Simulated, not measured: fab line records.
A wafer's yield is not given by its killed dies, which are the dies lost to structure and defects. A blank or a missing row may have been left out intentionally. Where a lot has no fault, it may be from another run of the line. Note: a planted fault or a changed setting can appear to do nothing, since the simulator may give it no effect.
A lot that was struck, set against a sound lot || flow n5-finfet || 37 steps out of a route of 1938
Sound: these wafers, L419.1, L419.2, L419.6. Struck: wafers L426.2, L426.3, L426.4. At the end, the cause is stated.
Order at every step that has rows: each side's tool, ch and its chambers, its first start. Under that, the readings that differ: sound wafers || struck wafers || difference of the means || sigmas: that difference in standard deviations of wafers without a fault.
alike: words and numbers the same on both sides, and readings whose means are apart by under 2 such deviations; not compared: readings that were withheld, readings missing a value for some wafer, numbers with overlapping values and no deviation given by the record, and bounds like >300 which may hide the same value.
A row with sigmas, a row that says differs or no value, or rows on one side alone: a step with any of these is where the two part. Non-overlapping numbers with no deviation appear without sigmas and do not part them. Lack of a reading on every wafer of one side parts them only where that side has two or more wafers.

first, 9 steps without rows for these wafers: N5_BEOL_M6_COAT_64 (time 60 s, resist thk 12 nm); N5_BEOL_M6_COAT_71 (time 60 s, resist thk 5 nm); N5_BEOL_M6_COAT_22 (resist thk 30 nm); N5_BEOL_M6_EBR_24; N5_BEOL_M6_SOFTBAKE_23 (time 60 s); N5_BEOL_M6_EXPOSE_25 (exposes mask V5, target cd 40 nm); N5_BEOL_M6_PEB_26 (peb time 60 s); N5_BEOL_M6_DEVELOP_27 (develop time 30 s); N5_BEOL_M6_DESCUM_33 (chemistry O2, time 7 s).
N5_BEOL_M6_ETCH_72: etches underlayer in N2/H2, target depth 6.5 nm, time 5.2 s.
  sound on rie-diel-04 ch 0,1,3, day 10 14:41; struck on rie-diel-06 ch 0,2, day 12 16:23
  alike: drypump-motor-current-A, etch-rf-on-time-s, oes-product-au, rf-vpp-V, showerhead-plenum-p-Torr, throttle-valve-pct
  not compared: rf-hours-counter-h
then, 26 steps without rows for these wafers: N5_BEOL_M6_ETCH_65 (etches SiARC in CF4, target depth 15.6 nm, time 26 s); N5_BEOL_M6_ETCH_66 (etches SOC in N2/H2, target depth 80 nm, overetch 16 nm, time 120 s); N5_BEOL_M6_STRIP_69 (strips in N2/H2); N5_BEOL_M6_STRIP_73 (strips in N2/H2); N5_BEOL_M6_VIA_ETCH_34 (etches SiCOH lowk in C4F6/O2, target depth 126.3 nm, time 50.9 s); N5_BEOL_M6_STRIP_76 (strips in C4F6/O2); N5_BEOL_M6_STRIP_36 (strips in N2/H2); N5_BEOL_M6_TRENCH_ETCH_37 (etches SiCOH lowk in C4F6/O2, target depth 94.435 nm, time 31.5 s); N5_BEOL_M6_ETCH_41 (etches SiCN in CH3F/O2, target depth 29.7 nm, time 52 s); N5_BEOL_M6_STRIP_80 (strips in N2/H2, time 10 s); N5_BEOL_M6_HM_STRIP_39 (strips TiN in peroxide tin strip, target depth 25 nm, time 158 s); N5_BEOL_M6_SRD_40 (time 30 s); N5_BEOL_M6_PRECLEAN_42 (cleans in residue remover, time 60 s); N5_BEOL_M6_SRD_43 (time 30 s); N5_BEOL_M6_CURE_75 (cures SiCOH lowk, time 120 s); N5_BEOL_M6_DEGAS_44 (time 60 s); N5_BEOL_M6_PRE_CLEAN_45 (time 30 s); N5_BEOL_M6_ALD_77 (deposits TaN, target thk 2 nm, pulse time 2 s, purge time 3 s); N5_BEOL_M6_SURFACE_TREAT_79; N5_BEOL_M6_CVD_78 (deposits Co from CCTBA/H2, target thk 2 nm, time 142.3 s); N5_BEOL_M6_SPUTTER_48 (material Cu, target thk 10 nm, time 1.667 s); N5_BEOL_M6_ECD_50 (material Cu, target thk 300 nm); N5_BEOL_M6_ANNEAL_51 (time 90 s); N5_BEOL_M6_CMP_52 (polishes, stops on SiCOH lowk, t overpolish 6.9 s, target thk 80 nm); N5_BEOL_M6_PRE_CLEAN_55 (time 15 s); N5_BEOL_M6_DEP_56 (deposits SiCN from 3MS/NH3, target thk 10 nm, time 17.5 s).
-- here the record skips 3 days between the struck wafers' starts before and after, leaving off in module BEOL_M6 and picking up in module PASSIVATION (first step shown: number 1936 of the route) --
N5_PASSIVATION_PROBE_49:
  sound on prober-02 at day 14 01:51; struck on prober-02 at day 15 23:38
{"reading": "defect-limited-yield (%)", "sound": "89.3 93.6 91.5", "struck": "82.9 80.3 82.6", "difference": -9.5, "sigmas": -6}
{"reading": "killed_at_M4_up", "sound": "8 15 8", "struck": "117 145 121", "difference": "+117", "sigmas": "+21"}
{"reading": "killed-dies", "sound": "126 75 100", "struck": "202 232 205", "difference": "+113", "sigmas": "+6"}
{"reading": "killed-on-rim", "sound": "17 8 17", "struck": "25 30 28", "difference": "+14", "sigmas": "+3"}
{"reading": "sort_bin_5_function (%)", "sound": "6.4 3.7 5.4", "struck": "10.7 10.4 9.6", "difference": "+5.1", "sigmas": "+5"}
{"reading": "sort-n-pass", "sound": "1054 1105 1080", "struck": "978 948 975", "difference": -113, "sigmas": -6}
{"reading": "sort-yield-pct (%)", "sound": "89.3 93.6 91.5", "struck": "82.9 80.3 82.6", "difference": -9.5, "sigmas": -6}
  alike: killed_at_M0_to_M3, killed-at-contacts, killed-at-front-end, killed-at-other, killed-open, killed-short, sort_bin_4_leakage, sort_bin_6_memory

== WHERE THEY PART ==
At N5_PASSIVATION_PROBE_49 and nowhere else, as far as this record goes.

WHY: whatever the simulator had introduced
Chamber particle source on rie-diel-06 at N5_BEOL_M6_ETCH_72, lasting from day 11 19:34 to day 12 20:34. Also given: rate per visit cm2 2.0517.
